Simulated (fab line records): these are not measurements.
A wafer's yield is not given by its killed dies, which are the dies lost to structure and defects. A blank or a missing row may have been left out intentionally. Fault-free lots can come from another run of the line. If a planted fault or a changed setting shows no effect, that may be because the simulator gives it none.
fab line records	flow n5_finfet
record lots=7	wafers=39
route steps=1938 shown FIN_SAQP@96 DUMMY_GATE@228
start_h: the number of hours between the record's first day and the start of the first shown wafer of the lot	wait_h: time in hours since the lot's previous step	" unchanged from the row above	L1.1+2: several wafers, shown together as one row	- no value present, or no start provided	* or withheld: withheld	< > ~ a bound
route shown NAME@n: names a module that has steps shown in the file, with the first one's number in the route	usual: mean and standard deviation over wafers with no fault	same: alike in all rows	chamber/n: place in a boat	sites: readings site by site	_std_site: the standard deviation of these	_edge_site: the outer-site mean with the inner-site mean subtracted	radius_mm: for every site, how far away it sits from the centre of the wafer	mask NAME#n: copy n	behind: the tool/chamber that last shaped the wafer	hold: reason for holding the lot/hours on hold/outcome of the hold	device: transistor that didn't switch, given as n, p or np	end of line: tests run on the same wafers once the route is complete	a step with no rows: only its recipe	killed: at the first sort, the dies lost to defects and structure; wafer yield is something else	map: a wafer's dies, x killed, . not, _ none there
set.NAME: the setting that was run; set.NAME@STEP: the one run at that earlier step	model.NAME: the simulator's own value behind a step, which no gauge read
lots run with intentionally changed settings; tables by step, rows by wafer
## steps
# step N5_FIN_SAQP_HM_DEP_03
# recipe material=SiNx	target_thk_a=380	temp_c=400	precursor=SiH4/NH3/N2	pressure_torr=1.5	rf_w=300	time_s=33.6
lot.wafer	tool	chamber	start_h	wait_h	set.target_thk_a	model.SiNx_of_FIN_SAQP_HM_DEP_03.thk_nm
L076.2	pecvd-03	2	33.32	0.2	380	37.4
L076.3	"	1	"	"	380	38.09
L076.5	"	0	"	"	380	37.83
L083.1	pecvd-03	1	74.84	0.2	380	38.26
L083.2	"	2	"	"	344.8	35.02
L083.3	"	0	"	"	380	38.3
L083.4	"	0	"	"	344.8	35.23
L083.5	"	2	"	"	344.8	35.51
L083.6	"	1	"	"	380	39.15
L084.1	pecvd-03	0	80.92	0.2	380	37.92
L084.2	"	1	"	"	408.1	40.85
L084.3	"	2	"	"	408.1	40.76
L084.4	"	0	"	"	408.1	41.67
L084.5	"	1	"	"	380	38.98
L084.6	"	2	"	"	380	38.6
L086.1	pecvd-02	1	94.24	0.2	345.4	34.22
L086.2	"	0	"	"	380	37.7
L086.3	"	2	"	"	380	37.33
L086.4	"	0	"	"	345.4	34.33
L086.5	"	2	"	"	380	37.98
L086.6	"	1	"	"	345.4	34.08
L092.1	pecvd-02	2	129.13	0.2	365.4	35.56
L092.2	"	0	"	"	365.4	36.05
L092.3	"	1	"	"	365.4	36.08
L092.4	"	1	"	"	380	38.41
L092.5	"	2	"	"	380	38.28
L092.6	"	0	"	"	380	38.09
L093.1	pecvd-02	1	135.00	0.2	402	39.21
L093.2	"	2	"	"	380	37.89
L093.3	"	0	"	"	380	37.56
L093.4	"	2	"	"	380	37.81
L093.5	"	0	"	"	402	40.12
L093.6	"	1	"	"	402	39.91
L097.1+3	pecvd-02	1,0	159.91	0.2	338.7	33.61
L097.2	"	2	"	"	380	37.73
L097.4	"	2	"	"	380	37.75
L097.5	"	0	"	"	380	38.37
L097.6	"	1	"	"	338.7	33.94
# step N5_FIN_SAQP_THK_MEAS_05
# usual thk_nm=38.0/0.47
lot.wafer	tool	chamber	start_h	wait_h	set.target_thk_a@FIN_SAQP_HM_DEP_03	thk_nm
L076.2	film_metro-01	-	33.41	0.1	380	37.4
L076.3	"	-	"	"	380	38.1
L076.5	"	-	"	"	380	37.8
L083.1	film_metro-01	-	74.93	0.1	380	38.3
L083.2	"	-	"	"	344.8	35.0
L083.3	"	-	"	"	380	38.3
L083.4	"	-	"	"	344.8	35.2
L083.5	"	-	"	"	344.8	35.5
L083.6	"	-	"	"	380	39.2
L084.1	film_metro-01	-	81.00	0.1	380	37.9
L084.2	"	-	"	"	408.1	40.9
L084.3	"	-	"	"	408.1	40.8
L084.4	"	-	"	"	408.1	41.7
L084.5	"	-	"	"	380	39.0
L084.6	"	-	"	"	380	38.6
L086.1	film_metro-02	-	94.32	0.1	345.4	34.2
L086.2	"	-	"	"	380	37.8
L086.3	"	-	"	"	380	37.3
L086.4	"	-	"	"	345.4	34.4
L086.5	"	-	"	"	380	38.0
L086.6	"	-	"	"	345.4	34.0
L092.1	film_metro-02	-	129.22	0.1	365.4	35.6
L092.2	"	-	"	"	365.4	36.0
L092.3	"	-	"	"	365.4	36.0
L092.4	"	-	"	"	380	38.4
L092.5	"	-	"	"	380	38.2
L092.6	"	-	"	"	380	38.1
L093.1	film_metro-02	-	135.09	0.1	402	39.2
L093.2	"	-	"	"	380	37.9
L093.3	"	-	"	"	380	37.6
L093.4	"	-	"	"	380	37.8
L093.5	"	-	"	"	402	40.1
L093.6	"	-	"	"	402	39.9
L097.1	film_metro-01	-	159.99	0.1	338.7	33.6
L097.2	"	-	"	"	380	37.8
L097.3	"	-	"	"	338.7	33.6
L097.4	"	-	"	"	380	37.8
L097.5	"	-	"	"	380	38.4
L097.6	"	-	"	"	338.7	34.0
# step N5_FIN_SAQP_PECVD_47
# recipe material=a-Si	target_thk_a=450	temp_c=400	precursor=SiH4/He	pressure_torr=3	rf_w=100	time_s=36.3
# step N5_FIN_SAQP_PECVD_48
# recipe material=SiNx	target_thk_a=250	temp_c=400	precursor=SiH4/NH3/N2	pressure_torr=1.5	rf_w=300	time_s=22.1
# step N5_FIN_SAQP_MANDREL2_REMOVE_60
# recipe chemistry=HBr/Cl2/O2	bt_time_s=10	target=a-Si	stop_on=SiNx	endpoint=OES-SiCl	over_etch_frac=1	icp_w=600	bias_w=22	HBr_flow_sccm=150	Cl2_flow_sccm=80	O2_flow_sccm=5	pressure_mtorr=10
# step N5_FIN_SAQP_HM_OPEN_33
# recipe chemistry=CH3F/O2	target=SiNx	mask_material=SiO2	target_depth_a=494	time_s=70.6	pressure_mtorr=30	source_w=395	bias_w=73	Ar_flow_sccm=150	CH3F_flow_sccm=30	O2_flow_sccm=20	ion_energy_ev=120	ends=cleared
# usual etch_rf_on_time_s=69.2/1.1
lot.wafer	tool	chamber	start_h	wait_h	set.target_thk_a@FIN_SAQP_HM_DEP_03	etch_rf_on_time_s	model.etch.depth_nm
L076.2	rie_diel-05	0	37.82	0.0	380	66.7	36.78
L076.3	"	3	"	"	380	70.0	37.38
L076.5	"	0	"	"	380	67.4	37.13
L083.1	rie_diel-05	3	79.39	0.1	380	69.0	37.63
L083.2	"	0	"	"	344.8	61.9	34.38
L083.3	"	2	"	"	380	69.3	37.67
L083.4	"	1	"	"	344.8	63.2	34.6
L083.5	"	2	"	"	344.8	63.9	34.87
L083.6	"	1	"	"	380	70.6	38.52
L084.1	rie_diel-05	1	85.55	0.0	380	69.5	37.27
L084.2	"	3	"	"	408.1	74.5	40.22
L084.3	"	2	"	"	408.1	75.2	40.14
L084.4	"	0	"	"	408.1	75.1	41.05
L084.5	"	0	"	"	380	70.3	38.35
L084.6	"	1	"	"	380	70.9	37.97
L086.1	rie_diel-02	2	99.14	0.0	345.4	63.1	33.59
L086.2	"	0	"	"	380	71.0	37.08
L086.3	"	3	"	"	380	67.2	36.68
L086.4	"	1	"	"	345.4	63.5	33.7
L086.5	"	0	"	"	380	71.0	37.35
L086.6	"	1	"	"	345.4	63.3	33.45
L092.1	rie_diel-05	1	133.95	0.0	365.4	64.0	34.94
L092.2	"	3	"	"	365.4	64.9	35.42
L092.3	"	2	"	"	365.4	65.7	35.45
L092.4	"	0	"	"	380	69.1	37.77
L092.5	"	1	"	"	380	69.4	37.64
L092.6	"	0	"	"	380	68.2	37.46
L093.1	rie_diel-05	3	139.46	0.0	402	71.7	38.58
L093.2	"	0	"	"	380	68.2	37.26
L093.3	"	2	"	"	380	68.6	36.92
L093.4	"	1	"	"	380	68.7	37.18
L093.5	"	2	"	"	402	74.6	39.5
L093.6	"	1	"	"	402	72.3	39.29
L097.1	rie_diel-06	1	164.85	0.1	338.7	61.5	32.98
L097.2	"	2	"	"	380	68.4	37.03
L097.3	"	0	"	"	338.7	61.2	32.98
L097.4	"	0	"	"	380	68.4	37.03
L097.5	"	1	"	"	380	70.1	37.74
L097.6	"	2	"	"	338.7	61.6	33.31
# step N5_FIN_SAQP_FIN_ETCH_36
# recipe chemistry=HBr/Cl2/O2	target_depth_a=1200	mask_material=SiNx	time_s=50.4	bias_w=102	pressure_mtorr=10	icp_w=800	HBr_flow_sccm=150	Cl2_flow_sccm=80	O2_flow_sccm=12
# usual oes_product_au=0.995/0.016
lot.wafer	tool	chamber	start_h	wait_h	set.icp_w	oes_product_au	model.FIN_SAQP.feature_depth_nm	model.etch.depth_nm
L076.2	rie_si-05	2	38.10	0.0	800	0.997	120	120.1
L076.3	"	1	"	"	800	1.002	118.2	118.2
L076.5	"	0	"	"	800	1.006	119.4	119.5
L083.1	rie_si-05	2	79.67	0.0	670.1	0.958	112.8	112.9
L083.2	"	0	"	"	670.1	0.938	110.2	110.2
L083.3	"	1	"	"	800	1.008	119.8	119.9
L083.4	"	3	"	"	800	0.980	119.4	119.4
L083.5	"	2	"	"	800	1.011	121.6	121.5
L083.6	"	1	"	"	670.1	0.945	108.8	108.9
L084.1	rie_si-03	1	85.85	0.0	800	0.998	121	121
L084.2	"	2	"	"	680.8	0.922	111.4	111.4
L084.3	"	0	"	"	800	1.017	118.8	118.8
L084.4	"	3	"	"	800	0.999	119.4	119.5
L084.5	"	3	"	"	680.8	0.958	110.8	110.9
L084.6	"	2	"	"	680.8	0.933	110.4	110.4
L086.1	rie_si-01	3	99.44	0.0	856	1.001	123.6	123.7
L086.2	"	2	"	"	800	0.984	120	120
L086.3	"	1	"	"	800	0.976	119.6	119.6
L086.4	"	0	"	"	856	1.046	123	122.9
L086.5	"	1	"	"	856	0.997	123.8	123.7
L086.6	"	0	"	"	800	1.012	118.6	118.7
L092.1	rie_si-05	1	134.23	0.0	800	1.012	121.4	121.4
L092.2	"	3	"	"	892.3	1.032	126.6	126.7
L092.3	"	0	"	"	892.3	1.037	126.4	126.4
L092.4	"	2	"	"	800	1.002	120.6	120.6
L092.5	"	2	"	"	892.3	1.041	127.2	127.2
L092.6	"	1	"	"	800	1.017	120.2	120.2
L093.1	rie_si-01	2	139.74	0.0	800	0.992	119.4	119.4
L093.2	"	0	"	"	673	0.960	110	110
L093.3	"	1	"	"	800	0.976	120.8	120.9
L093.4	"	3	"	"	673	0.926	110.2	110.2
L093.5	"	2	"	"	800	0.982	120	120
L093.6	"	1	"	"	673	0.931	112.2	112.3
L097.1	rie_si-03	2	165.13	0.0	800	0.985	120	120
L097.2	"	3	"	"	666.9	0.946	110.4	110.5
L097.3	"	0	"	"	666.9	0.964	109.6	109.6
L097.4	"	1	"	"	666.9	0.935	110.4	110.4
L097.5	"	2	"	"	800	0.993	120.4	120.4
L097.6	"	3	"	"	800	1.013	120	120
# step N5_FIN_SAQP_PRECLEAN_38
# recipe chemistry=O3/DIW	time_s=45	temp_c=22	o3_ppm=10
# step N5_FIN_SAQP_PRECLEAN_45
# recipe chemistry=dHF	time_s=10	dilution=500:1	temp_c=25
# step N5_FIN_SAQP_SRD_39
# recipe dry=ipa_marangoni	time_s=30	temp_c=23	rinse_liquid=diw
# step N5_FIN_SAQP_OCD_MEAS_76
# usual trench_depth_nm=119.8/1
lot.wafer	tool	chamber	start_h	wait_h	set.icp_w@FIN_SAQP_FIN_ETCH_36	trench_depth_nm
L076.2	ocd-02	-	38.32	0.0	800	119.8
L076.3	"	-	"	"	800	117.8
L076.5	"	-	"	"	800	119.9
L083.1	ocd-01	-	79.89	0.0	670.1	112.2
L083.2	"	-	"	"	670.1	110.4
L083.3	"	-	"	"	800	120.1
L083.4	"	-	"	"	800	119.1
L083.5	"	-	"	"	800	121.0
L083.6	"	-	"	"	670.1	109.0
L084.1	ocd-01	-	86.06	0.0	800	121.2
L084.2	"	-	"	"	680.8	111.8
L084.3	"	-	"	"	800	118.9
L084.4	"	-	"	"	800	118.8
L084.5	"	-	"	"	680.8	111.5
L084.6	"	-	"	"	680.8	110.7
L086.1	ocd-02	-	99.65	0.0	856	123.8
L086.2	"	-	"	"	800	120.0
L086.3	"	-	"	"	800	119.8
L086.4	"	-	"	"	856	123.3
L086.5	"	-	"	"	856	123.6
L086.6	"	-	"	"	800	119.1
L092.1	ocd-02	-	134.45	0.0	800	121.4
L092.2	"	-	"	"	892.3	126.8
L092.3	"	-	"	"	892.3	126.5
L092.4	"	-	"	"	800	120.0
L092.5	"	-	"	"	892.3	127.1
L092.6	"	-	"	"	800	120.7
L093.1	ocd-02	-	139.96	0.0	800	119.5
L093.2	"	-	"	"	673	110.2
L093.3	"	-	"	"	800	120.3
L093.4	"	-	"	"	673	110.3
L093.5	"	-	"	"	800	119.9
L093.6	"	-	"	"	673	111.7
L097.1	ocd-01	-	165.35	0.0	800	119.7
L097.2	"	-	"	"	666.9	110.3
L097.3	"	-	"	"	666.9	109.8
L097.4	"	-	"	"	666.9	110.1
L097.5	"	-	"	"	800	119.9
L097.6	"	-	"	"	800	120.2
# step N5_DUMMY_GATE_EXPOSE_12
# recipe mask_id=GATE	na=0.33	source_shape=annular	sigma_inner=0.2	sigma_outer=0.6	polarization=unpolarized	target_cd_nm=25	dose_mj=34
lot.wafer	tool	chamber	start_h	wait_h	mask	set.dose_mj
L076.2+3+5	euv_scanner-01	0	57.76	-	GATE#0	34
L084.1+2+3+4+5+6	euv_scanner-01	0	105.19	-	GATE#0	34
L083.1+2+4	euv_scanner-02	0	105.92	-	GATE#0	34
L083.3+5+6	"	0	"	"	GATE#0	35.92
L086.1+3+6	euv_scanner-02	0	118.70	-	GATE#0	34
L086.2+4+5	"	0	"	"	GATE#0	31.35
L092.1+5+6	euv_scanner-01	0	153.15	-	GATE#0	34
L092.2+3+4	"	0	"	"	GATE#0	32.57
L093.1+3+4	euv_scanner-02	0	162.69	-	GATE#0	32.26
L093.2+5+6	"	0	"	"	GATE#0	34
L097.1+2+4	euv_scanner-02	0	190.69	-	GATE#0	32.24
L097.3+5+6	"	0	"	"	GATE#0	34
# step N5_DUMMY_GATE_PEB_13
# recipe peb_temp_c=100	peb_time_s=60	resist=CAR-EUV
# step N5_DUMMY_GATE_DEVELOP_14
# recipe develop_time_s=30	developer=TMAH	resist=CAR-EUV	rinse_liquid=surfactant_rinse	dry=air_spin	dev_temp_c=23
# step N5_DUMMY_GATE_CD_MEAS_15
# recipe target_cd_nm=25.8	landing_energy_ev=500	detector=se_inlens
# usual cd_nm=25.00/0.23
lot.wafer	tool	chamber	start_h	wait_h	set.dose_mj@DUMMY_GATE_EXPOSE_12	cd_nm
L076.2	cd_sem-01	0	57.89	-	34	24.66
L076.3	"	0	"	"	34	24.99
L076.5	"	0	"	"	34	24.63
L084.1	cd_sem-02	0	105.32	-	34	25.01
L084.2	"	0	"	"	34	25.39
L084.3	"	0	"	"	34	24.97
L084.4	"	0	"	"	34	25.21
L084.5	"	0	"	"	34	24.87
L084.6	"	0	"	"	34	25.06
L083.1	cd_sem-02	0	106.05	-	34	24.60
L083.2	"	0	"	"	34	24.90
L083.3	"	0	"	"	35.92	23.81
L083.4	"	0	"	"	34	24.59
L083.5	"	0	"	"	35.92	23.51
L083.6	"	0	"	"	35.92	24.03
L086.1	cd_sem-01	0	118.82	-	34	25.53
L086.2	"	0	"	"	31.35	27.07
L086.3	"	0	"	"	34	25.13
L086.4	"	0	"	"	31.35	26.67
L086.5	"	0	"	"	31.35	26.79
L086.6	"	0	"	"	34	24.76
L092.1	cd_sem-01	0	153.27	-	34	24.82
L092.2	"	0	"	"	32.57	25.88
L092.3	"	0	"	"	32.57	25.49
L092.4	"	0	"	"	32.57	25.71
L092.5	"	0	"	"	34	24.81
L092.6	"	0	"	"	34	24.90
L093.1	cd_sem-02	0	162.82	-	32.26	26.06
L093.2	"	0	"	"	34	24.98
L093.3	"	0	"	"	32.26	25.96
L093.4	"	0	"	"	32.26	25.74
L093.5	"	0	"	"	34	25.09
L093.6	"	0	"	"	34	24.75
L097.1	cd_sem-01	0	190.82	-	32.24	26.05
L097.2	"	0	"	"	32.24	25.97
L097.3	"	0	"	"	34	24.82
L097.4	"	0	"	"	32.24	25.78
L097.5	"	0	"	"	34	25.10
L097.6	"	0	"	"	34	24.73
# step N5_DUMMY_GATE_ETCH_37
# recipe chemistry=N2/H2	target=SOC	target_depth_a=600	overetch_a=300	temp_c=40	ion_energy_ev=200	pressure_mtorr=30	source_w=840	bias_w=150	n2_flow_sccm=200	h2_flow_sccm=200
# usual rf_vpp_V=524.4/2.9
lot.wafer	tool	chamber	start_h	wait_h	set.source_w	rf_vpp_V	model.SiARC_of_DUMMY_GATE_COAT_35.thk_nm
L076.2	rie_diel-03	3	58.60	0.0	840	523.4	5
L076.3	"	1	"	"	840	525.2	5
L076.5	"	2	"	"	840	527.7	5
L084.1	rie_diel-03	3	105.62	0.0	711.8	551.0	5.4
L084.2	"	1	"	"	711.8	554.9	5.4
L084.3	"	0	"	"	840	520.4	5
L084.4	"	2	"	"	840	528.3	5
L084.5	"	1	"	"	840	525.4	5
L084.6	"	0	"	"	711.8	551.0	5.4
L083.1	rie_diel-04	0	106.32	0.0	840	526.1	5
L083.2	"	2	"	"	840	525.6	5.2
L083.3	"	3	"	"	840	519.2	5
L083.4	"	0	"	"	840	526.7	5
L083.5	"	3	"	"	840	520.0	5
L083.6	"	2	"	"	840	526.5	5
L086.1	rie_diel-04	3	119.10	0.0	840	520.7	5
L086.2	"	2	"	"	840	526.2	5
L086.3	"	0	"	"	840	526.0	4.8
L086.4	"	2	"	"	897.1	515.5	4.8
L086.5	"	0	"	"	897.1	514.5	4.6
L086.6	"	3	"	"	897.1	509.7	4.8
L092.1	rie_diel-04	0	153.55	0.0	840	525.4	4.8
L092.2	"	2	"	"	840	527.3	5
L092.3	"	3	"	"	924.4	506.6	4.6
L092.4	"	1	"	"	840	524.6	5
L092.5	"	0	"	"	924.4	508.9	4.6
L092.6	"	1	"	"	924.4	504.6	4.6
L093.1	rie_diel-01	1	163.32	0.0	840	529.2	5
L093.2	"	0	"	"	685.1	564.7	5.6
L093.3	"	3	"	"	685.1	562.4	5.2
L093.4	"	3	"	"	840	524.1	4.6
L093.5	"	1	"	"	685.1	564.9	5.6
L093.6	"	0	"	"	840	528.3	5
L097.1	rie_diel-01	1	191.10	0.0	938.8	509.0	4.6
L097.2	"	3	"	"	938.8	506.1	4.4
L097.3	"	0	"	"	938.8	508.0	4.6
L097.4	"	2	"	"	840	523.7	5
L097.5	"	0	"	"	840	528.7	5
L097.6	"	1	"	"	840	528.0	5
# step N5_DUMMY_GATE_STRIP_38
# recipe chemistry=N2/H2	temp_c=40	n2_flow_sccm=200	h2_flow_sccm=200	rf_frequency_hz=6e+07
# step N5_DUMMY_GATE_STRIP_39
# recipe chemistry=N2/H2	temp_c=40	n2_flow_sccm=200	h2_flow_sccm=200	rf_frequency_hz=6e+07
# step N5_DUMMY_GATE_TRIM_49
# recipe chemistry=O2	resist=SOC	time_s=29	target_cd_nm=14	source_power_w=300	bias_power_w=0	O2_flow_sccm=100	temp_c=20
lot.wafer	tool	chamber	start_h	wait_h	set.dose_mj@DUMMY_GATE_EXPOSE_12	model.DUMMY_GATE.cd_nm
L076.2+5	rie_si-02	1,2	58.68	0.0	34	14
L076.3	"	0	"	"	34	13.6
L084.1+6	rie_si-04	0,3	105.70	0.0	34	14.6
L084.2	"	2	"	"	34	14.4
L084.3+4	"	3,1	"	"	34	14.2
L084.5	"	0	"	"	34	14
L083.1+2+4	rie_si-04	3,0,1	106.41	0.0	34	13.6
L083.3	"	2	"	"	35.92	12.4
L083.5	"	1	"	"	35.92	12.8
L083.6	"	0	"	"	35.92	13
L086.1	rie_si-04	0	119.18	0.0	34	14.2
L086.2	"	1	"	"	31.35	15.6
L086.3	"	3	"	"	34	13.8
L086.4	"	2	"	"	31.35	15.4
L086.5	"	2	"	"	31.35	15.2
L086.6	"	1	"	"	34	14
L092.1	rie_si-02	1	153.63	0.0	34	14
L092.2	"	3	"	"	32.57	14.6
L092.3	"	0	"	"	32.57	14.2
L092.4	"	2	"	"	32.57	15
L092.5	"	1	"	"	34	13.6
L092.6	"	2	"	"	34	13.8
L093.1	rie_si-02	2	163.40	0.0	32.26	15
L093.2+5	"	3,0	"	"	34	14.6
L093.3+4	"	0,1	"	"	32.26	15.2
L093.6	"	3	"	"	34	14.2
L097.1	rie_si-02	1	191.18	0.0	32.24	14.8
L097.2	"	0	"	"	32.24	14.6
L097.3	"	3	"	"	34	13.6
L097.4	"	2	"	"	32.24	15
L097.5	"	2	"	"	34	14.2
L097.6	"	1	"	"	34	13.8
# step N5_DUMMY_GATE_ETCH_31
# recipe chemistry=C4F6/O2	target=SiO2	mask_material=SOC	target_depth_a=825	time_s=27.5	ion_energy_ev=250	pressure_mtorr=30	source_w=345	bias_w=185	Ar_flow_sccm=300	C4F6_flow_sccm=10	O2_flow_sccm=10
lot.wafer	tool	chamber	start_h	wait_h	set.target_depth_a	model.etch.depth_nm	model.SOC_of_DUMMY_GATE_COAT_34.thk_nm
L076.2	rie_diel-01	2	58.97	0.1	825	83.84	52
L076.3	"	3	"	"	825	86.26	51.8
L076.5	"	2	"	"	825	83.81	52
L084.1	rie_diel-01	3	105.90	0.0	859.2	87.97	51.4
L084.2	"	1	"	"	825	81.41	52.2
L084.3	"	2	"	"	859.2	85	51.6
L084.4	"	2	"	"	825	81.63	52
L084.5	"	1	"	"	859.2	85.4	51.6
L084.6	"	3	"	"	825	85.49	51.4
L083.1	rie_diel-03	2	106.60	0.0	931.6	92.94	51
L083.2	"	0	"	"	825	82.3	52.2
L083.3	"	1	"	"	931.6	93.12	51.2
L083.4	"	3	"	"	825	82.89	52.2
L083.5	"	2	"	"	931.6	93.51	51
L083.6	"	1	"	"	825	82.55	51.8
L086.1	rie_diel-01	1	119.68	0.1	825	83	52
L086.2	"	2	"	"	922.4	92.33	50.8
L086.3	"	3	"	"	922.4	95.25	50.8
L086.4	"	2	"	"	922.4	91.99	51
L086.5	"	1	"	"	825	83.4	52.2
L086.6	"	3	"	"	825	85.07	52
L092.1	rie_diel-04	0	154.25	0.0	791.4	79.17	52
L092.2	"	2	"	"	791.4	78.9	51.8
L092.3	"	1	"	"	825	83.03	51.8
L092.4	"	3	"	"	825	82.19	51.8
L092.5	"	0	"	"	791.4	79.61	52
L092.6	"	3	"	"	825	82.29	51.8
L093.1	rie_diel-04	3	163.67	0.0	929.8	90.81	50.6
L093.2	"	0	"	"	929.8	93.47	50.6
L093.3	"	1	"	"	825	83.38	51.6
L093.4	"	2	"	"	929.8	91.59	50.8
L093.5	"	0	"	"	825	82.51	51.8
L093.6	"	1	"	"	825	82.27	51.6
L097.1	rie_diel-01	2	191.37	0.0	825	81.47	51.6
L097.2	"	0	"	"	825	81.97	51.6
L097.3	"	1	"	"	930.2	93.72	50.4
L097.4	"	3	"	"	930.2	96.06	50.2
L097.5	"	3	"	"	825	85.48	51.4
L097.6	"	0	"	"	930.2	93.42	50.4
## key
split step=N5_FIN_SAQP_HM_DEP_03	setting=target_thk_a	stated=380	by=wafer
response step=N5_FIN_SAQP_HM_DEP_03	reading=model.SiNx_of_FIN_SAQP_HM_DEP_03.thk_nm	change=+0.38	per=1%	r=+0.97
response step=N5_FIN_SAQP_THK_MEAS_05	reading=thk_nm	change=*	per=1%	r=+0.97
response step=N5_FIN_SAQP_HM_OPEN_33	reading=etch_rf_on_time_s	change=*	per=1%	r=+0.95
response step=N5_FIN_SAQP_HM_OPEN_33	reading=model.etch.depth_nm	change=+0.379	per=1%	r=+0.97
split step=N5_FIN_SAQP_FIN_ETCH_36	setting=icp_w	stated=800	by=wafer
response step=N5_FIN_SAQP_FIN_ETCH_36	reading=oes_product_au	change=+0.00322	per=1%	r=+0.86
response step=N5_FIN_SAQP_FIN_ETCH_36	reading=model.FIN_SAQP.feature_depth_nm	change=+0.585	per=1%	r=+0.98
response step=N5_FIN_SAQP_FIN_ETCH_36	reading=model.etch.depth_nm	change=+0.585	per=1%	r=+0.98
response step=N5_FIN_SAQP_OCD_MEAS_76	reading=trench_depth_nm	change=+0.572	per=1%	r=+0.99
split step=N5_DUMMY_GATE_EXPOSE_12	setting=dose_mj	stated=34	by=wafer
response step=N5_DUMMY_GATE_CD_MEAS_15	reading=cd_nm	change=-0.199	per=1%	r=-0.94
response step=N5_DUMMY_GATE_TRIM_49	reading=model.DUMMY_GATE.cd_nm	change=-0.168	per=1%	r=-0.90
split step=N5_DUMMY_GATE_ETCH_37	setting=source_w	stated=840	by=wafer
response step=N5_DUMMY_GATE_ETCH_37	reading=rf_vpp_V	change=-1.85	per=1%	r=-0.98
response step=N5_DUMMY_GATE_ETCH_37	reading=model.SiARC_of_DUMMY_GATE_COAT_35.thk_nm	change=-0.0319	per=1%	r=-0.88
split step=N5_DUMMY_GATE_ETCH_31	setting=target_depth_a	stated=825	by=wafer
response step=N5_DUMMY_GATE_ETCH_31	reading=model.etch.depth_nm	change=+0.81	per=1%	r=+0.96
response step=N5_DUMMY_GATE_ETCH_31	reading=model.SOC_of_DUMMY_GATE_COAT_34.thk_nm	change=-0.0859	per=1%	r=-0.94
